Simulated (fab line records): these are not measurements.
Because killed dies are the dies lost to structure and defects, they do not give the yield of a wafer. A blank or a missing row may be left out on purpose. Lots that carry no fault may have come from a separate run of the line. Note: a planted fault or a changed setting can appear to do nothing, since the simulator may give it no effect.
Struck lot and sound lot, side by side | flow nand harc | 15 steps out of a route of 1159
Sound: these wafers, L285.2, L285.3, L285.5. Struck: wafer L289.1 (L289.2, L289.5, from the same lot, were not struck and are left out); the cause is given at the end.
For every step that has rows: the tool of each side, followed by ch and its chambers, followed by its first start. Under that, the readings that differ: sound wafers | struck wafers | difference of the means | sigmas: that difference in standard deviations of wafers without a fault.
alike: same words and numbers on both sides, and readings whose means sit less than 2 such deviations apart. not compared: any withheld reading, any reading some wafer has no value for, any bound like >300 that may hide the same value, and any number with overlapping values for which the record gives no deviation.
Wherever a step has rows on one side only, a row that says differs or no value, or a row with sigmas, the two part there. Numbers that don't overlap but have no deviation are shown without sigmas and don't part them. Lack of a reading on every wafer of one side parts them only where that side has two or more wafers.

first, 7 steps without rows for these wafers: NHARC_P_BONDPAD_COAT_36 (time 65 s); NHARC_P_BONDPAD_COAT_03 (resist thk 600 nm); NHARC_P_BONDPAD_SOFTBAKE_04 (time 70 s); NHARC_P_BONDPAD_EBR_05; NHARC_P_BONDPAD_EXPOSE_06 (exposes mask P BPAD); NHARC_P_BONDPAD_PEB_07 (peb time 80 s); NHARC_P_BONDPAD_DEVELOP_08 (time 50 s).
NHARC_P_BONDPAD_CD_MEAS_09: target cd 500 nm.
  sound on cd sem-03 ch 0, day 7 10:58; struck on cd sem-02 ch 0, day 8 11:49
  alike: cd nm
NHARC_P_BONDPAD_OVL_MEAS_38:
  sound: overlay-01 at day 7 11:04; struck: overlay-01 at day 8 11:54
  reading           | sound    | struck | difference | sigmas
  overlay x nm (nm) | -2 -2 -1 | -13    | -11        | -2
  alike: overlay y nm
then, 1 step without rows for these wafers: NHARC_P_BONDPAD_HARDBAKE_10 (time 65 s).
NHARC_P_BONDPAD_DESCUM_11: chemistry O2, time 3 s.
  sound on rie diel-08 ch 1,2, day 7 11:11; struck on rie diel-08 ch 0, day 8 12:02
  reading                     | sound       | struck | difference | sigmas
  drypump motor current A (A) | 5.4 5.4 5.4 | 6.4    | +1.0       | +2
  alike: oes product au, rf vpp V, showerhead plenum p Torr, throttle valve pct
  not compared: rf hours counter h
NHARC_P_BONDPAD_ETCH_37: etches the open film in N2/H2, target depth 60 nm, overetch 18 nm, time 65.91 s.
  sound on rie diel-08 ch 2,3, day 7 11:17; struck on rie diel-08 ch 3, day 8 12:07
  reading            | sound             | struck | difference | sigmas
  bias w (W)         | 150.3 149.9 150.6 | 149.3  | -1.0       | -2
  rf fwd power W (W) | 397.1 394.4 394.7 | 398.2  | +2.8       | +2
  alike: drypump motor current A, h2 flow sccm, oes product au, rf vpp V, showerhead plenum p Torr, throttle valve pct
  not compared: rf hours counter h
NHARC_P_BONDPAD_ETCH_12: etches the open film in CHF3/O2, target depth 200 nm, time 100 s.
  sound on rie diel-08 ch 0,1, day 7 11:25; struck on rie diel-08 ch 0, day 8 12:13
  reading               | sound             | struck | difference | sigmas
  oes product au (a.u.) | 0.962 0.986 0.967 | 1.197  | +0.225     | +10
  rf fwd power W (W)    | 498.5 495.8 497.3 | 698.1  | +200.9     | +99 or more
  alike: bias w, drypump motor current A, rf vpp V, showerhead plenum p Torr, throttle valve pct
  not compared: rf hours counter h
NHARC_P_BONDPAD_CD_MEAS_13:
  sound: cd sem-02 at day 7 11:33; struck: cd sem-02 at day 8 12:20
  alike: cd nm
-- the record jumps here: 13 days lie between the struck wafers' starts before and after (it left off in module P_BONDPAD and takes up again in module END, whose first step shown is number 1159 of the route) --
NHARC_END_SORT_01:
  sound on prober-01 ch 0, day 20 17:16; struck on prober-01 ch 0, day 21 15:47
  alike: defect limited yield, killed at array, killed at other, killed at periphery, killed dies, killed open, killed short, sort_bin_2_pct, sort_bin_3_pct, sort_bin_4_pct, sort n pass, sort rim yield pct, sort yield pct

## WHERE THEY PART
Earliest at NHARC_P_BONDPAD_OVL_MEAS_38; latest, in this record, at NHARC_P_BONDPAD_ETCH_12. Later steps at which nothing parts them and some readings are alike: NHARC_P_BONDPAD_CD_MEAS_13, NHARC_END_SORT_01.

WHY: what had been put in by the simulator
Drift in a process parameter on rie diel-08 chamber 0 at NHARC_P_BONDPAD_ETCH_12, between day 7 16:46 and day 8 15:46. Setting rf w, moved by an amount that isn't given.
